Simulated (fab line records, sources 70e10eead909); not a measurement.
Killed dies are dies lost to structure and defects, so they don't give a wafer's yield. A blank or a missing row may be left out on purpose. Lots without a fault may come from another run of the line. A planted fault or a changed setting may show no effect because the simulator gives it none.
fab line records | flow nand_harc
record lots=5 wafers=15 last_day=33
route steps=1302 shown P_GATE@185 END@1302
lots that met no fault: from a run of the same line without faults
start_h: hours from the record's first day to the start of the lot's first wafer shown | wait_h: hours since the lot's step before | " the same as in the row above | L1.1+2: a row that stands for several wafers | - no value, or no start given | * or withheld: withheld | < > ~ a bound
route shown NAME@n: a module of which the file shows steps, and the number in the route of the first | usual: mean/standard deviation of fault-free wafers | same: alike in all rows | chamber/n: place in a boat | sites: the reading at each site | _std_site: their standard deviation | _edge_site: outer sites' mean less inner sites' | radius_mm: how far each site lies from the wafer's centre | mask NAME#n: copy n | behind: the tool/chamber that last shaped the wafer | hold: why the lot was held/for how many hours/how that ended | device: the transistor (n, p or np) that didn't switch | end of line: the same wafers' tests at the end of the route | a step without rows: its recipe alone | killed: dies lost to structure and defects at the first sort, not the wafer's yield | map: a wafer's dies, x killed, . not, _ none there
set.NAME: the setting as run; set.NAME@STEP: as run at that earlier step | model.NAME: the simulator's own value behind a step, which no gauge read
lots at some steps of the route; a table a step, a row a wafer
services: from which hour (start_h, from the record's first day; less than 0 if before it) a tool's chamber was out of use, for how many hours, and why
## steps
# step NHARC_P_GATE_CD_MEAS_59
# recipe target_cd_nm=720 landing_energy_ev=500
# usual cd_nm=719.8/1.2
# columns lot.wafer tool chamber start_h wait_h cd_nm
L419.3 cd_sem-02 0 108.18 - 720.2
L419.4 " 0 " " 717.8
L419.6 " 0 " " 720.9
L423.3 cd_sem-03 0 149.97 - 718.8
L423.4 " 0 " " 720.4
L423.6 " 0 " " 718.5
L434.1 cd_sem-03 0 267.59 - 721.9
L434.4 " 0 " " 720.6
L434.6 " 0 " " 720.2
L438.4 cd_sem-03 0 300.06 - 718.7
L438.5 " 0 " " 720.1
L438.6 " 0 " " 719.4
L441.2 cd_sem-01 0 337.89 - 720.4
L441.4 " 0 " " 718.7
L441.5 " 0 " " 720.6
# step NHARC_P_GATE_HARDBAKE_60
# recipe temp_c=125 time_s=80
# step NHARC_P_GATE_DESCUM_61
# recipe time_s=3 o2_flow_sccm=200 ar_flow_sccm=0 bias_power_w=0 chemistry=O2
# usual drypump_motor_current_A=5.6/0.35 oes_product_au=0.995/0.01 rf_vpp_V=57.6/0.89 showerhead_plenum_p_Torr=1.89/0.082 throttle_valve_pct=11.312/0.01
# columns lot.wafer tool chamber start_h wait_h drypump_motor_current_A oes_product_au rf_hours_counter_h rf_vpp_V showerhead_plenum_p_Torr throttle_valve_pct
L419.4 rie_diel-12 1 108.34 - 6.2 1.000 0.5 57.0 1.80 11.322
L419.3 " 3 " " 5.5 0.993 0.7 58.4 1.88 11.309
L419.6 " 2 " " 5.5 1.010 - 57.8 1.81 11.305
L423.3 rie_diel-07 2 150.13 - 5.7 0.985 1.1 59.2 1.97 11.308
L423.4 " 3 " " 5.9 0.992 1.7 58.4 1.79 11.306
L423.6 " 2 " " 5.7 0.986 - 59.1 1.97 11.302
L434.1 rie_diel-04 1 267.77 - 5.5 1.002 4.4 57.7 1.98 11.328
L434.4 " 2 " " 5.3 1.003 4.3 57.4 1.97 11.318
L434.6 " 0 " " 6.1 1.005 - 58.6 2.03 11.324
L438.4 rie_diel-12 1 300.26 - 6.1 0.999 2.0 56.2 1.79 11.322
L438.6 " 2 " " 5.6 1.002 - 57.5 1.81 11.323
L438.5 " 3 " " 5.5 0.999 - 56.9 1.88 11.322
L441.4 rie_diel-07 3 338.06 - 5.8 0.994 2.6 58.1 1.78 11.322
L441.2 " 0 " " 5.7 1.013 3.4 56.7 1.79 11.310
L441.5 " 2 " " 5.7 0.980 - 58.9 1.96 11.289
# step NHARC_P_GATE_IMPLANT_62
# recipe energy_kev=20 dose_cm2=3e+15 tilt_deg=7
# step NHARC_P_GATE_STRIP_112
# recipe power_w=1500 temp_c=110 time_s=200 chemistry=N2/H2
# usual drypump_motor_current_A=6.1/0.4 heater_power_w=90/6.7
# columns lot.wafer tool chamber start_h wait_h drypump_motor_current_A heater_power_w rf_hours_counter_h
L419.3 plasma_asher-01 0 108.80 0.2 5.7 84 -
L419.4 " 1 " " 5.7 98 -
L419.6 " 1 " " 5.7 95 -
L423.4 plasma_asher-01 1 150.58 0.2 5.7 99 -
L423.3 " 0 " " 5.7 83 -
L423.6 " 0 " " 5.7 83 -
L434.1 plasma_asher-01 0 268.16 0.2 5.7 81 15
L434.4 " 0 " " 5.7 83 -
L434.6 " 0 " " 5.7 86 -
L438.4 plasma_asher-01 1 300.68 0.2 5.7 95 -
L438.6 " 1 " " 5.7 96 -
L438.5 " 0 " " 5.7 82 -
L441.2 plasma_asher-02 0 338.41 0.2 6.6 98 16
L441.4 " 1 " " 5.9 82 -
L441.5 " 0 " " 6.6 97 -
# step NHARC_P_GATE_STRIP_76
# recipe power_w=1500 temp_c=250 chemistry=O2
# usual drypump_motor_current_A=6.1/0.4 heater_power_w=338/24
# columns lot.wafer tool chamber start_h wait_h drypump_motor_current_A heater_power_w rf_hours_counter_h
L419.3 plasma_asher-01 0 108.99 0.2 5.7 313 -
L419.4 " 1 " " 5.7 364 -
L419.6 " 1 " " 5.7 376 -
L423.4 plasma_asher-01 1 150.78 0.2 5.7 361 -
L423.3 " 0 " " 5.7 317 -
L423.6 " 0 " " 5.7 319 -
L434.1 plasma_asher-01 0 268.39 0.2 5.7 317 15
L434.4 " 0 " " 5.7 310 -
L434.6 " 0 " " 5.7 315 -
L438.4 plasma_asher-01 1 300.88 0.2 5.7 352 -
L438.6 " 1 " " 5.7 345 -
L438.5 " 0 " " 5.7 315 -
L441.2 plasma_asher-02 0 338.67 0.2 6.6 356 16
L441.4 " 1 " " 6.0 307 -
L441.5 " 0 " " 6.6 361 -
# step NHARC_P_GATE_STRIP_63
# recipe time_s=900 temp_c=130 chemistry=SPM
# step NHARC_P_GATE_DEHYDRATE_83
# recipe temp_c=150 time_s=120
# step NHARC_P_GATE_HMDS_84
# recipe time_s=30
# step NHARC_P_GATE_COAT_85
# recipe spin_rpm=3000
# step NHARC_P_GATE_SOFTBAKE_86
# recipe temp_c=122 time_s=95
# step NHARC_P_GATE_EBR_87
# step NHARC_P_GATE_EXPOSE_88
# recipe na=0.6 target_cd_nm=2000 dose_mj=11.87 mask_id=P_HVN
# columns lot.wafer tool chamber start_h wait_h mask
L419.3+4+6 krf_scanner-04 0 109.62 - P_HVN#0
L423.3+4+6 krf_scanner-03 0 151.53 - P_PSD#0
L434.1+4+6 krf_scanner-04 0 269.01 - P_HVN#0
L438.4+5+6 krf_scanner-04 0 301.57 - P_HVN#0
L441.2+4+5 krf_scanner-03 0 339.44 - P_HVN#0
# step NHARC_P_GATE_PEB_89
# recipe peb_temp_c=118 peb_time_s=85
# step NHARC_P_GATE_DEVELOP_90
# recipe time_s=70
# step NHARC_P_GATE_CD_MEAS_91
# recipe target_cd_nm=2000 landing_energy_ev=500
# usual cd_nm=2000.1/1.5
# columns lot.wafer tool chamber start_h wait_h cd_nm
L419.3 cd_sem-03 0 109.77 - 1999.9
L419.4 " 0 " " 1997.9
L419.6 " 0 " " 2000.0
L423.3 cd_sem-01 0 151.68 - -
L423.4 " 0 " " -
L423.6 " 0 " " -
L434.1 cd_sem-02 0 269.17 - 2001.2
L434.4 " 0 " " 2001.2
L434.6 " 0 " " 1999.0
L438.4 cd_sem-02 0 301.72 - 2002.8
L438.5 " 0 " " 2001.6
L438.6 " 0 " " 2001.6
L441.2 cd_sem-01 0 339.59 - 2003.0
L441.4 " 0 " " 2001.9
L441.5 " 0 " " 2002.7
# step NHARC_P_GATE_HARDBAKE_92
# recipe temp_c=125 time_s=80
# step NHARC_END_SORT_01
# recipe temp_c=25
# usual killed_at_array=59/16 killed_at_other=0.8/1.1 killed_at_periphery=3.6/2.4 killed_dies=64/16 killed_open=3.4/1.8 killed_short=2.5/1.6
# same gross_dies=677
# columns lot.wafer tool chamber start_h wait_h killed_at_array killed_at_other killed_at_periphery killed_dies killed_open killed_short
L423.3 prober-01 0 596.21 3.1 44 1 632 677 2 3
L423.4 prober-01 0 597.00 3.4 46 4 627 677 3 3
L423.6 prober-01 0 598.59 4.0 52 0 625 677 5 1
L438.4 prober-01 0 755.73 3.4 49 0 0 49 3 0
L438.5 prober-01 0 756.52 3.6 64 0 0 64 3 2
L438.6 prober-01 0 757.30 3.9 55 0 3 58 4 1
# killed by level:class
L423.3 P_GATE:area_expose=628 A_CHANNEL_HOLE_D2:chamber_film_flake=31 A_CHANNEL_HOLE_D1:chamber_film_flake=4 A_CONTACT:chamber_film_flake=4 P_GATE:chamber_film_flake=2 P_CONTACT:geometric_particle:open=1 A_CHANNEL_FILL_D1:geometric_particle:short=1 A_CHANNEL_FILL_D2:geometric_particle:short=1
L423.4 P_GATE:area_expose=624 A_CHANNEL_HOLE_D2:chamber_film_flake=28 A_CHANNEL_HOLE_D1:chamber_film_flake=5 THIN_TSV:chamber_film_flake=4 P_GATE:chamber_film_flake=3 A_WL_FILL:geometric_particle:short=2 A_STAIRCASE:chamber_film_flake=2 A_CONTACT:chamber_film_flake=2
L423.6 P_GATE:area_expose=623 A_CHANNEL_HOLE_D2:chamber_film_flake=36 A_CHANNEL_HOLE_D1:chamber_film_flake=5 A_STAIRCASE:chamber_film_flake=3 A_WL_FILL:geometric_particle:open=2 A_CONTACT:chamber_film_flake=2 P_GATE:geometric_particle:open=1 A_CHANNEL_FILL_D1:geometric_particle:short=1
L438.4 A_SLIT:chamber_film_flake=28 A_CHANNEL_HOLE_D1:chamber_film_flake=9 A_CHANNEL_HOLE_D2:chamber_film_flake=3 A_CONTACT:chamber_film_flake=3 A_CHANNEL_FILL_D2:geometric_particle:open=2 A_STAIRCASE:geometric_particle:open=1 A_ZERO_WELL:chamber_film_flake=1 A_STAIRCASE:chamber_film_flake=1
L438.5 A_SLIT:chamber_film_flake=38 A_CHANNEL_HOLE_D1:chamber_film_flake=13 A_CHANNEL_HOLE_D2:chamber_film_flake=3 A_CONTACT:chamber_film_flake=2 A_CHANNEL_FILL_D1:geometric_particle:open=1 A_ONON_D2:geometric_particle:short=1 A_STAIRCASE:geometric_particle:open=1 A_CONTACT:geometric_particle:open=1
L438.6 A_SLIT:chamber_film_flake=32 A_CHANNEL_HOLE_D1:chamber_film_flake=13 A_CONTACT:chamber_film_flake=3 A_CHANNEL_HOLE_D2:chamber_film_flake=2 A_STAIRCASE:chamber_film_flake=2 P_GATE:geometric_particle:open=1 P_CONTACT:geometric_particle:open=1 A_SOURCE_PLATE:geometric_particle:open=1
# map L423.3 (x killed, . not)
____________x____________
_________xxxxxxx_________
_______xxxxxxxxxxx_______
______xxxxxxxxxxxxx______
_____xxxxxxxxxxxxxxx_____
____xxxxxxxxxxxxxxxxx____
____xxxxxxxxxxxxxxxxx____
___xxxxxxxxxxxxxxxxxxx___
___xxxxxxxxxxxxxxxxxxx___
__xxxxxxxxxxxxxxxxxxxxx__
__xxxxxxxxxxxxxxxxxxxxx__
_xxxxxxxxxxxxxxxxxxxxxxx_
_xxxxxxxxxxxxxxxxxxxxxxx_
_xxxxxxxxxxxxxxxxxxxxxxx_
_xxxxxxxxxxxxxxxxxxxxxxx_
_xxxxxxxxxxxxxxxxxxxxxxx_
xxxxxxxxxxxxxxxxxxxxxxxxx
xxxxxxxxxxxxxxxxxxxxxxxxx
xxxxxxxxxxxxxxxxxxxxxxxxx
xxxxxxxxxxxxxxxxxxxxxxxxx
xxxxxxxxxxxxxxxxxxxxxxxxx
_xxxxxxxxxxxxxxxxxxxxxxx_
_xxxxxxxxxxxxxxxxxxxxxxx_
_xxxxxxxxxxxxxxxxxxxxxxx_
_xxxxxxxxxxxxxxxxxxxxxxx_
_xxxxxxxxxxxxxxxxxxxxxxx_
__xxxxxxxxxxxxxxxxxxxxx__
__xxxxxxxxxxxxxxxxxxxxx__
___xxxxxxxxxxxxxxxxxxx___
___xxxxxxxxxxxxxxxxxxx___
____xxxxxxxxxxxxxxxxx____
____xxxxxxxxxxxxxxxxx____
_____xxxxxxxxxxxxxxx_____
______xxxxxxxxxxxxx______
_______xxxxxxxxxxx_______
_________xxxxxxx_________
____________x____________
# map L441.4 (x killed, . not)
____________.____________
_________..x...._________
_______.........x._______
______...xx........______
_____...x..........._____
____....x............____
____......x..........____
___.......x...........___
___...................___
__.............x.......__
__.....................__
_......................._
_......................._
_......................._
_..........x.x..x......._
_........x...x.x.x......_
.......xxx.x..x..........
.x....xxxxx.xxx..........
x....xxxxx..x.....x.xx.x.
......xxxx.x.x...........
.....x.xxxxx...x...x.....
_.....x.xxxx........x..x_
_......xxxxx.xx......x.._
_....x.xx.xx............_
_...........x..........._
_......x................_
__.....................__
__..........x..........__
___...................___
___...................___
____.................____
____.................____
_____..............._____
______.............______
_______..........._______
_________..x...._________
____________.____________
## services
# columns tool chamber start_h hours kind
rie_diel-12 - 91.40 9.0 pm
rie_diel-12 0 105.95 1.7 repair
rie_diel-07 - 117.20 9.0 pm
rie_diel-07 2 130.49 3.1 repair
rie_diel-12 0 135.20 6.2 repair
krf_scanner-04 - 142.68 1.0 repair
plasma_asher-01 - 165.00 9.0 pm
krf_scanner-03 - 166.39 1.3 repair
krf_scanner-03 - 169.46 16.9 repair
rie_diel-07 - 170.29 0.1 repair
rie_diel-12 0 177.40 1.7 repair
rie_diel-04 - 177.95 9.0 pm
krf_scanner-04 - 182.00 4.0 pm
rie_diel-04 1 201.17 6.9 repair
krf_scanner-03 - 224.00 4.0 pm
plasma_asher-01 - 224.70 11.9 repair
rie_diel-12 0 241.68 12.6 repair
plasma_asher-02 - 249.28 9.0 pm
rie_diel-04 1 254.07 4.7 repair
rie_diel-12 3 254.90 3.3 repair
krf_scanner-04 - 255.40 5.7 repair
rie_diel-12 - 268.40 9.0 pm
krf_scanner-03 - 269.08 0.7 repair
rie_diel-07 - 294.20 9.0 pm
## key
first_sign step=NHARC_P_GATE_EXPOSE_88 reading=mask direction=changed
effect step=NHARC_P_GATE_CD_MEAS_91 reading=cd_nm direction=missing
effect step=NHARC_END_SORT_01 reading=killed_at_periphery direction=up sigmas=99+ usual=3.6 struck=628
more_kills_born_at NHARC_P_GATE_EXPOSE_88@krf_scanner-03=1875
met_at NHARC_P_GATE_EXPOSE_88
struck_wafers L423.3,L423.4,L423.6
later_rows_left_out L423.3,L423.4,L423.6
tester_left_out L423
fault kind=wrong_mask tool=any chamber=- onset_h=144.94 steps=NHARC_P_GATE_EXPOSE_88 aux_copy=P_PSD#0 scope=struck_lots_only
# tester_left_out: of these lots the tester's yield and bins aren't shown, on N5 and GAA mostly nor the transistor test; their killed dies are dies lost to structure and defects alone, not to doping, threshold or leakage, so they don't give the yield
# later_rows_left_out: the simulator's readings of these wafers behind a module that went badly wrong aren't trusted and aren't shown, but for the sort
